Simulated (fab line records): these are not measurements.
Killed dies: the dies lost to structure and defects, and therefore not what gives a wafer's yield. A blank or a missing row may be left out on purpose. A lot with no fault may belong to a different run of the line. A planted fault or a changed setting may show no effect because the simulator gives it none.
Struck lot and sound lot, side by side -- flow nand_harc -- 15 out of 1302 route steps
Sound: these wafers, L423.1, L423.3, L423.5. Wafers L430.1, L430.2, L430.5 were the ones struck. Last of all comes the cause.
Order at every step that has rows: each side's tool, ch and its chambers, its first start. Under that, the readings that differ: sound wafers -- struck wafers -- difference of the means -- sigmas: that difference in standard deviations of wafers without a fault.
alike: words and numbers the same on both sides, and readings whose means are apart by under 2 such deviations; not compared: readings that were withheld, readings missing a value for some wafer, numbers with overlapping values and no deviation given by the record, and bounds like >300 which may hide the same value.
A row with sigmas, a row that says differs or no value, or rows on one side alone: a step with any of these is where the two part. Numbers that don't overlap but have no deviation are shown without sigmas and don't part them. A reading missing from all wafers of one side parts the sides only when that side holds two or more wafers.

NHARC_A_CONTACT_ETCH_138: etches the open film in C4F8/O2/Ar, time 311 s, target depth 1914 nm.
  sound on har_cap_etch-02 ch 1, day 25 10:25; struck on har_cap_etch-03 ch 0,1, day 29 05:16
  not compared: rf_hours_counter_h
NHARC_A_CONTACT_ETCH_139: etches the open film in C4F8/O2/Ar, time 195 s, target depth 840 nm.
  sound on har_cap_etch-02 ch 1, day 25 10:40; struck on har_cap_etch-03 ch 0,1, day 29 05:32
  not compared: rf_hours_counter_h
NHARC_A_CONTACT_ETCH_92: etches the open film in CH3F/O2, target depth 40 nm, time 85.7 s.
  sound on rie_diel-04 ch 0,1,2, day 25 11:12; struck on rie_diel-04 ch 0,2,3, day 29 06:07
  alike: drypump_motor_current_A, oes_product_au, rf_vpp_V, showerhead_plenum_p_Torr, throttle_valve_pct
  not compared: rf_hours_counter_h
NHARC_A_CONTACT_ETCH_98: etches the open film in C4F6/O2, target depth 20 nm, time 10 s.
  sound on rie_diel-04 ch 0,1,3; struck on rie_diel-04 ch 0,1,2
  alike: drypump_motor_current_A, oes_product_au, rf_vpp_V, showerhead_plenum_p_Torr, throttle_valve_pct
  not compared: rf_hours_counter_h
NHARC_A_CONTACT_CD_MEAS_15:
  sound on cd_sem-02, day 25 11:24; struck on cd_sem-03, day 29 06:20
  alike: cd_nm
then, 6 steps without rows for these wafers: NHARC_A_CONTACT_STRIP_107 (strips in N2/H2); NHARC_A_CONTACT_STRIP_108 (strips in CF4/CHF3); NHARC_A_CONTACT_STRIP_109 (strips in O2/COS); NHARC_A_CONTACT_ETCH_110 (etches the open film in CF4/O2, target depth 60 nm, overetch 6 nm, time 33 s); NHARC_A_CONTACT_STRIP_26 (strips in O2); NHARC_A_CONTACT_STRIP_27 (strips in post etch residue remover, time 600 s).
NHARC_A_CONTACT_ALD_18: deposits TiN, target thk 3 nm, pulse time 1 s, ald cycles 150.
  sound on ald_metal-03 ch 0,3, day 25 12:33; struck on ald_metal-01 ch 1,2, day 29 07:19
  alike: heater_power_outer_w, heater_power_w, precursor_pulse_height_rel
NHARC_A_CONTACT_CVD_19: deposits W, target thk 300 nm, time 802 s.
  sound on cvd_w-01 ch 0,1, day 25 12:53; struck on cvd_w-01 ch 0,1, day 29 07:31
  no value came back on the struck wafers for chamber_pressure_Torr (Torr), heater_power_outer_w (W), heater_power_w (W), throttle_valve_pct (%); on the sound wafers chamber_pressure_Torr (Torr) reads 40.05 40.14 39.90
NHARC_A_CONTACT_CMP_20: polishes, t overpolish 30 s, target thk 300 nm.
  sound on cmp-02 ch 0,1, day 25 13:39; struck on cmp-02 ch 0,1,2, day 29 08:26
reading,sound,struck,difference,sigmas
time_to_endpoint_s (s),60.0 62.6 60.0,3.4 1.3 1.5,-58.8,-24
  alike: motor_current_A, overpolish_run_s
NHARC_END_SORT_01:
  the record has rows for the struck wafers here (prober-01 ch 0, day 31 02:34) and none for the sound ones

== WHERE THEY PART ==
Last at NHARC_END_SORT_01 as far as this record goes, first at NHARC_A_CONTACT_CVD_19.

WHY: what the simulator had put in
Step skipped in full: cvd_w-01, at NHARC_A_CONTACT_CVD_19, from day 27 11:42 onward. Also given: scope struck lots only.
